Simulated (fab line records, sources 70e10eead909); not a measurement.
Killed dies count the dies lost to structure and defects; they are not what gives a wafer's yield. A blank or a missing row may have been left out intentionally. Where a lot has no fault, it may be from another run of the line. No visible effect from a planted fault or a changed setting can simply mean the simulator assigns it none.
fab line records -- flow nandHarc
[record] lots = 6, wafers = 18, lastDay = 24
route steps=1159 shown A_STAIRCASE@694 END@1159
lots that met no fault: taken from a fault-free run of the same line
startH: hours from the record's first day to the start of the lot's first wafer shown -- waitH: time in hours since the lot's previous step -- " repeats the value in the row above -- L1.1+2: a single row standing in for several wafers -- - no value, or no start given -- * or withheld: withheld -- < > ~ a bound
route shown NAME@n: a module of which the file shows steps, and the number in the route of the first -- usual: the fault-free wafers' mean and standard deviation -- same: alike in all rows -- chamber/n: place in a boat -- sites: each site's reading -- _std_site: standard deviation across them -- _edge_site: inner sites' mean taken away from outer sites' mean -- radiusMm: how far each site lies from the wafer's centre -- mask NAME#n: copy n -- behind: the last tool/chamber to shape the wafer -- hold: why the lot went on hold/how many hours it stayed there/how the hold came to an end -- device: the n, p or np transistor that did not switch -- end of line: tests run on the same wafers once the route is complete -- for a step that has no rows: nothing shown but its recipe -- killed: dies lost to structure and defects at the first sort, not the wafer's yield -- map: a wafer's dies, marking killed ones x, the rest . and places with no die _
set.NAME: the run value of the setting; set.NAME@STEP: its run value at that earlier step -- model.NAME: the simulator's own value behind a step, which no gauge read
lots at selected steps of the route; one table per step, one row per wafer
services: when a tool's chamber went out of use (startH, in hours from the record's first day, below 0 if earlier), for how many hours, and the reason
[[steps]]
[step NHARC_A_STAIRCASE_STRIP_317]
[recipe] timeS = 900, tempC = 130, chemistry = SPM
[step NHARC_A_STAIRCASE_PRECLEAN_318]
[recipe] timeS = *, tempC = 50, bathAgeMin = 0, chemistry = SC1
[step NHARC_A_STAIRCASE_SRD_329]
[step NHARC_A_STAIRCASE_ALD_415]
[recipe] targetThkA = 300, pulseTimeS = 6, aldCycles = 300, tempC = 300, material = SiO2
[usual] heaterPowerW = 462/44, precursorPulseHeightRel = 1.000/0.019
lot.wafer,tool,chamber,startH,waitH,heaterPowerW,precursorPulseHeightRel
L157.1,aldHk-02,3,270.30,0.3,553,0.987
L157.2,aldHk-02,0,270.30,0.3,487,1.022
L157.3,aldHk-02,1,270.30,0.3,414,0.990
L161.1,aldHk-04,3,281.18,1.1,493,1.011
L161.4,aldHk-04,0,281.18,1.1,446,0.999
L161.3,aldHk-04,1,281.18,1.1,455,1.002
L164.1,aldHk-02,0,297.88,0.5,473,1.011
L164.2,aldHk-02,1,297.88,0.5,378,0.993
L164.5,aldHk-02,2,297.88,0.5,454,1.018
L165.2,aldHk-02,3,311.18,0.5,538,0.948
L165.3,aldHk-02,0,311.18,0.5,456,0.989
L165.6,aldHk-02,1,311.18,0.5,380,0.993
L171.2,aldHk-02,1,349.31,0.1,378,0.994
L171.3,aldHk-02,2,349.31,0.1,454,0.984
L171.1,aldHk-02,0,349.31,0.1,474,0.993
L175.1,aldHk-04,0,374.80,0.3,420,0.977
L175.4,aldHk-04,1,374.80,0.3,455,1.010
L175.5,aldHk-04,3,374.80,0.3,486,1.018
[step NHARC_A_STAIRCASE_ETCHBACK_416]
[recipe] targetDepthA = 360, timeS = 7.2, c4f8FlowSccm = withheld, o2FlowSccm = 8, arFlowSccm = withheld, rfW = 600, biasW = 800, chemistry = C4F8/O2/Ar
[step NHARC_A_STAIRCASE_STRIP_476]
[recipe] timeS = 20, o2FlowSccm = 500, arFlowSccm = 0, biasW = 0, chemistry = O2
[usual] drypumpMotorCurrentA = 5.8/0.34, oesProductAu = 1.006/0.0076, rfVppV = 57.9/0.87, showerheadPlenumPTorr = 3.56/0.1, throttleValvePct = 17.037/0.0087
[same] biasW = 0
lot.wafer,tool,chamber,startH,waitH,drypumpMotorCurrentA,oesProductAu,rfHoursCounterH,rfVppV,showerheadPlenumPTorr,throttleValvePct
L157.2,rieDiel-05,3,273.04,0.4,6.0,1.010,38,56.5,3.35,17.043
L157.3,rieDiel-05,1,273.04,0.4,6.0,1.006,41,57.1,3.66,17.043
L157.1,rieDiel-05,2,273.04,0.4,5.5,1.015,40,57.0,3.49,17.037
L161.4,rieDiel-05,2,283.12,0.1,5.4,0.998,44,57.7,3.49,17.041
L161.1,rieDiel-05,3,283.12,0.1,5.9,1.003,42,56.6,3.35,17.031
L161.3,rieDiel-05,0,283.12,0.1,6.1,1.005,42,57.7,3.55,17.050
L164.2,rieDiel-05,0,299.58,0.1,6.1,1.008,49,57.7,3.55,17.032
L164.1,rieDiel-05,1,299.58,0.1,6.0,1.010,52,56.7,3.65,17.031
L164.5,rieDiel-05,0,299.58,0.1,6.1,1.019,-,58.0,3.55,17.045
L165.2,rieDiel-04,2,313.36,0.6,5.7,0.994,3,57.9,3.44,17.026
L165.3,rieDiel-04,3,313.36,0.6,6.2,0.987,4,57.6,3.55,17.046
L165.6,rieDiel-04,0,313.36,0.6,6.0,1.004,-,56.6,3.61,17.029
L171.2,rieDiel-04,0,351.61,0.1,6.0,1.009,23,58.2,3.59,17.044
L171.3,rieDiel-04,1,351.61,0.1,5.1,1.010,22,58.1,3.48,17.041
L171.1,rieDiel-04,2,351.61,0.1,5.6,1.004,23,57.8,3.43,17.036
L175.4,rieDiel-11,2,376.76,0.1,6.1,1.013,0,58.4,3.74,17.042
L175.1,rieDiel-11,3,376.76,0.1,5.9,1.006,0,58.9,3.60,17.029
L175.5,rieDiel-11,0,376.76,0.1,5.3,1.005,-,57.3,3.50,17.046
[step NHARC_A_STAIRCASE_DEP_417]
[recipe] targetThkA = 600, stepCoveragePct = 20, tempC = 400, targetThkNm = 60, flowSccm = 200, rfW = 450, material = Si3N4
[usual] heaterPowerW = 792/150, rfFwdPowerW = 449.1/1.2
lot.wafer,tool,chamber,startH,waitH,heaterPowerW,rfFwdPowerW
L157.2,pecvd-01,1,273.14,-,934,448.2
L157.1,pecvd-01,2,273.14,-,633,449.2
L157.3,pecvd-01,1,273.14,-,960,448.6
L161.3,pecvd-04,1,283.27,-,738,449.7
L161.1,pecvd-04,2,283.27,-,709,448.7
L161.4,pecvd-04,0,283.27,-,737,447.4
L164.1,pecvd-01,2,300.03,-,753,448.7
L164.2,pecvd-01,1,300.03,-,1077,449.8
L164.5,pecvd-01,1,300.03,-,1112,447.9
L165.2,pecvd-01,1,313.52,-,1088,449.4
L165.3,pecvd-01,1,313.52,-,1067,449.5
L165.6,pecvd-01,2,313.52,-,692,448.8
L171.1,pecvd-01,1,351.70,-,1011,447.8
L171.2,pecvd-01,2,351.70,-,730,449.2
L171.3,pecvd-01,2,351.70,-,736,447.2
L175.1,pecvd-01,2,376.85,-,703,449.8
L175.4,pecvd-01,2,376.85,-,727,447.0
L175.5,pecvd-01,2,376.85,-,721,450.6
[step NHARC_A_STAIRCASE_WET_418]
[recipe] tempC = 160, targetDepthA = 200, chemistry = H3PO4
[step NHARC_A_STAIRCASE_PRECLEAN_419]
[recipe] timeS = *, tempC = 50, bathAgeMin = 0, chemistry = SC1
[step NHARC_A_STAIRCASE_SRD_421]
[step NHARC_A_STAIRCASE_ALD_420]
[recipe] targetThkA = 200, pulseTimeS = 6, aldCycles = 200, tempC = 300, material = SiO2
[usual] heaterPowerW = 470/47, precursorPulseHeightRel = 0.999/0.018
lot.wafer,tool,chamber,startH,waitH,heaterPowerW,precursorPulseHeightRel
L157.1,aldHk-02,1,277.05,-,403,0.990
L157.2,aldHk-02,3,277.05,-,555,1.013
L157.3,aldHk-02,0,277.05,-,476,0.973
L161.3,aldHk-03,1,286.44,-,447,0.998
L161.1,aldHk-03,2,286.44,-,583,1.009
L161.4,aldHk-03,3,286.44,-,421,0.986
L164.2,aldHk-03,3,302.10,-,429,0.996
L164.1,aldHk-03,2,302.10,-,569,0.994
L164.5,aldHk-03,3,302.10,-,423,0.966
L165.2,aldHk-04,3,317.37,-,496,0.994
L165.3,aldHk-04,1,317.37,-,454,0.975
L165.6,aldHk-04,3,317.37,-,492,1.002
L171.1,aldHk-02,3,354.14,-,534,1.027
L171.2,aldHk-02,0,354.14,-,471,0.989
L171.3,aldHk-02,1,354.14,-,384,0.985
L175.1,aldHk-03,2,380.50,-,543,1.019
L175.4,aldHk-03,3,380.50,-,429,0.989
L175.5,aldHk-03,3,380.50,-,424,1.020
[step NHARC_A_STAIRCASE_CVD_552]
[recipe] targetThkA = 400, tempC = 700, pressureMtorr = 300, material = SiNx
lot.wafer,tool,chamber,startH,waitH
L157.1+2+3,lpcvd-02,1,281.73,-
L161.1+3+4,lpcvd-02,1,291.11,-
L164.1+2+5,lpcvd-01,0,306.79,-
L165.2+3+6,lpcvd-02,0,324.17,6.5
L171.1+2+3,lpcvd-01,1,358.83,-
L171.1+2+3,lpcvd-01,1,366.72,4.7
L175.1+4+5,lpcvd-01,1,385.18,-
L175.1+4+5,lpcvd-01,1,389.05,0.7
[step NHARC_A_STAIRCASE_DEP_151]
[recipe] targetThkA = 38000, tempC = 400, targetThkNm = 3800, teosFlowSccm = 200, rfW = 500, material = SiO2
[usual] heaterPowerW = 697/110, mfcPrecursorSccm = 200.0/0.64, rfFwdPowerW = 499.6/1.8
lot.wafer,tool,chamber,startH,waitH,heaterPowerW,mfcPrecursorSccm,rfFwdPowerW
L157.3,pecvd-04,0,285.31,0.4,805,200.8,499.2
L157.2,pecvd-04,1,285.31,0.4,686,200.4,499.4
L157.1,pecvd-04,2,285.31,0.4,700,199.8,496.7
L161.1,pecvd-01,1,294.74,0.5,1006,199.5,500.5
L161.3,pecvd-01,1,294.74,0.5,862,200.0,501.6
L161.4,pecvd-01,2,294.74,0.5,611,199.3,498.2
L164.1,pecvd-02,2,310.94,0.9,721,199.9,497.7
L164.2,pecvd-02,0,310.94,0.9,700,200.0,500.6
L164.5,pecvd-02,2,310.94,0.9,682,200.3,497.5
L165.2,pecvd-01,2,327.91,0.5,703,200.1,498.3
L165.3,pecvd-01,2,327.91,0.5,623,198.9,499.3
L165.6,pecvd-01,1,327.91,0.5,878,199.8,498.5
L171.3,pecvd-02,2,370.66,0.7,826,199.5,501.6
L171.1,pecvd-02,0,370.66,0.7,653,200.1,497.3
L171.2,pecvd-02,1,370.66,0.7,694,200.1,497.9
L175.1,pecvd-01,0,393.64,1.4,685,201.7,501.2
L175.5,pecvd-01,0,393.64,1.4,564,201.2,499.0
L175.4,pecvd-01,1,393.64,1.4,896,199.9,498.6
[step NHARC_END_SORT_01]
[recipe] tempC = 25
[usual] killedAtArray = 25/9.8, killedAtOther = 0.8/1.1, killedAtPeriphery = 3.3/2.1, killedDies = 29/10, killedOpen = 3.3/1.8, killedShort = 1.9/1.4
[same] grossDies = 677
lot.wafer,tool,chamber,startH,waitH,killedAtArray,killedAtOther,killedAtPeriphery,killedDies,killedOpen,killedShort
L171.1,prober-01,0,531.43,2.5,671,2,4,677,3,3
L171.2,prober-01,0,532.23,2.8,674,1,2,677,7,3
L171.3,prober-01,0,533.03,3.1,672,2,3,677,4,3
L175.1,prober-02,0,565.23,2.5,675,0,2,677,1,2
L175.4,prober-02,0,567.64,3.4,676,1,0,677,4,0
L175.5,prober-02,0,568.44,3.7,675,0,2,677,5,1
// killed by level:class
L171.1 A_STAIRCASE:areaCvd=642 A_CHANNEL_HOLE_D1:chamberFilmFlake=12 A_WL_FILL:chamberFilmFlake=4 A_CONTACT:chamberFilmFlake=4 P_STI:chamberFilmFlake=3 A_STAIRCASE:chamberFilmFlake=3 A_M1:geometricParticle:open=2 THIN_TSV:chamberFilmFlake=2
L171.2 A_STAIRCASE:areaCvd=639 A_CHANNEL_HOLE_D1:chamberFilmFlake=15 A_STAIRCASE:chamberFilmFlake=6 A_CONTACT:chamberFilmFlake=3 A_SGD_CUT:geometricParticle:short=2 A_CONTACT:geometricParticle:open=2 A_WL_FILL:chamberFilmFlake=2 P_GATE:geometricParticle:open=1
L171.3 A_STAIRCASE:areaCvd=637 A_CHANNEL_HOLE_D1:chamberFilmFlake=15 A_CONTACT:chamberFilmFlake=10 A_ONON_D1:geometricParticle:short=3 A_STAIRCASE:chamberFilmFlake=3 THIN_TSV:chamberFilmFlake=2 P_M0:geometricParticle:open=1 A_SLIT:geometricParticle:open=1
L175.1 A_STAIRCASE:areaCvd=641 A_CHANNEL_HOLE_D1:chamberFilmFlake=16 A_SLIT:chamberFilmFlake=9 A_CONTACT:chamberFilmFlake=5 P_CONTACT:geometricParticle:short=1 A_CHANNEL_FILL_D1:geometricParticle:short=1 A_CONTACT:geometricParticle:open=1 P_STI:chamberFilmFlake=1
L175.4 A_STAIRCASE:areaCvd=631 A_SLIT:chamberFilmFlake=18 A_CHANNEL_HOLE_D1:chamberFilmFlake=13 A_STAIRCASE:chamberFilmFlake=5 A_CONTACT:chamberFilmFlake=4 A_WL_FILL:geometricParticle:open=2 A_CHANNEL_FILL_D1:geometricParticle:open=1 A_BLC:geometricParticle:open=1
L175.5 A_STAIRCASE:areaCvd=629 A_SLIT:chamberFilmFlake=21 A_CHANNEL_HOLE_D1:chamberFilmFlake=15 A_STAIRCASE:chamberFilmFlake=3 A_CONTACT:chamberFilmFlake=2 P_CONTACT:geometricParticle:open=1 P_M0:geometricParticle:open=1 A_CHANNEL_FILL_D1:geometricParticle:open=1
// map L171.1 (x killed, . not)
____________x____________
_________xxxxxxx_________
_______xxxxxxxxxxx_______
______xxxxxxxxxxxxx______
_____xxxxxxxxxxxxxxx_____
____xxxxxxxxxxxxxxxxx____
____xxxxxxxxxxxxxxxxx____
___xxxxxxxxxxxxxxxxxxx___
___xxxxxxxxxxxxxxxxxxx___
__xxxxxxxxxxxxxxxxxxxxx__
__xxxxxxxxxxxxxxxxxxxxx__
_xxxxxxxxxxxxxxxxxxxxxxx_
_xxxxxxxxxxxxxxxxxxxxxxx_
_xxxxxxxxxxxxxxxxxxxxxxx_
_xxxxxxxxxxxxxxxxxxxxxxx_
_xxxxxxxxxxxxxxxxxxxxxxx_
xxxxxxxxxxxxxxxxxxxxxxxxx
xxxxxxxxxxxxxxxxxxxxxxxxx
xxxxxxxxxxxxxxxxxxxxxxxxx
xxxxxxxxxxxxxxxxxxxxxxxxx
xxxxxxxxxxxxxxxxxxxxxxxxx
_xxxxxxxxxxxxxxxxxxxxxxx_
_xxxxxxxxxxxxxxxxxxxxxxx_
_xxxxxxxxxxxxxxxxxxxxxxx_
_xxxxxxxxxxxxxxxxxxxxxxx_
_xxxxxxxxxxxxxxxxxxxxxxx_
__xxxxxxxxxxxxxxxxxxxxx__
__xxxxxxxxxxxxxxxxxxxxx__
___xxxxxxxxxxxxxxxxxxx___
___xxxxxxxxxxxxxxxxxxx___
____xxxxxxxxxxxxxxxxx____
____xxxxxxxxxxxxxxxxx____
_____xxxxxxxxxxxxxxx_____
______xxxxxxxxxxxxx______
_______xxxxxxxxxxx_______
_________xxxxxxx_________
____________x____________
// map L175.1 (x killed, . not)
____________x____________
_________xxxxxxx_________
_______xxxxxxxxxxx_______
______xxxxxxxxxxxxx______
_____xxxxxxxxxxxxxxx_____
____xxxxxxxxxxxxxxxxx____
____xxxxxxxxxxxxxxxxx____
___xxxxxxxxxxxxxxxxxxx___
___xxxxxxxxxxxxxxxxxxx___
__xxxxxxxxxxxxxxxxxxxxx__
__xxxxxxxxxxxxxxxxxxxxx__
_xxxxxxxxxxxxxxxxxxxxxxx_
_xxxxxxxxxxxxxxxxxxxxxxx_
_xxxxxxxxxxxxxxxxxxxxxxx_
_xxxxxxxxxxxxxxxxxxxxxxx_
_xxxxxxxxxxxxxxxxxxxxxxx_
xxxxxxxxxxxxxxxxxxxxxxxxx
xxxxxxxxxxxxxxxxxxxxxxxxx
xxxxxxxxxxxxxxxxxxxxxxxxx
xxxxxxxxxxxxxxxxxxxxxxxxx
xxxxxxxxxxxxxxxxxxxxxxxxx
_xxxxxxxxxxxxxxxxxxxxxxx_
_xxxxxxxxxxxxxxxxxxxxxxx_
_xxxxxxxxxxxxxxxxxxxxxxx_
_xxxxxxxxxxxxxxxxxxxxxxx_
_xxxxxxxxxxxxxxxxxxxxxxx_
__xxxxxxxxxxxxxxxxxxxxx__
__xxxxxxxxxxxxxxxxxxxxx__
___xxxxxxxxxxxxxxxxxxx___
___xxxxxxxxxxxxxxxxxxx___
____xxxxxxxxxxxxxxxxx____
____xxxxxxxxxxxxxxxxx____
_____xxxxxxxxxxxxxxx_____
______xxxxxxxxxxxxx______
_______xxxxxxxxxxx_______
_________xxxxxxx_________
____________x____________
[[services]]
tool,chamber,startH,hours,kind
pecvd-01,0,249.06,136.3,repair
pecvd-01,1,250.14,-,clean
pecvd-01,2,250.14,-,clean
rieDiel-04,1,253.92,2.7,repair
rieDiel-04,1,275.49,13.2,repair
aldHk-02,-,281.14,10.0,pm
aldHk-02,0,281.14,10.0,ventCycle
rieDiel-04,2,286.14,9.2,repair
pecvd-04,1,286.35,13.8,repair
pecvd-04,-,288.78,0.7,repair
rieDiel-04,-,289.06,9.0,pm
pecvd-02,2,296.48,7.5,repair
rieDiel-11,1,304.97,3.8,repair
rieDiel-05,2,305.93,9.1,repair
rieDiel-11,-,310.36,0.3,repair
lpcvd-01,-,314.00,26.0,pm
rieDiel-05,1,323.17,52.0,repair
aldHk-04,-,324.43,1.1,repair
aldHk-03,-,329.62,1.4,repair
pecvd-02,-,334.17,13.0,pm
rieDiel-05,-,341.01,9.0,pm
rieDiel-11,3,350.25,3.7,repair
rieDiel-11,-,366.62,9.0,pm
pecvd-04,-,377.01,13.0,pm
[[key]]
[firstSign] step = NHARC_A_STAIRCASE_CVD_552, reading = visit, direction = added
[effect] step = NHARC_END_SORT_01, reading = killedAtArray, direction = up, sigmas = 66, usual = 25, struck = 674
[moreKillsBornAt] NHARC_A_STAIRCASE_CVD_552@lpcvd-01 = 3819
metAt NHARC_A_STAIRCASE_CVD_552
struckWafers L171.1,L171.2,L171.3,L175.1,L175.4,L175.5
laterRowsLeftOut L171.1,L171.2,L171.3,L175.1,L175.4,L175.5
testerLeftOut L171,L175
[fault] kind = repeatedStepWhole, tool = lpcvd-01,lpcvd-02, chamber = -, onsetH = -, steps = NHARC_A_STAIRCASE_CVD_552, times = 1, scope = struckLotsOnly
// testerLeftOut: of these lots the tester's yield and bins aren't shown, on N5 and GAA mostly nor the transistor test; their killed dies are dies lost to structure and defects alone, not to doping, threshold or leakage, so they don't give the yield
// laterRowsLeftOut: the simulator's readings of these wafers behind a module that went badly wrong aren't trusted and aren't shown, but for the sort
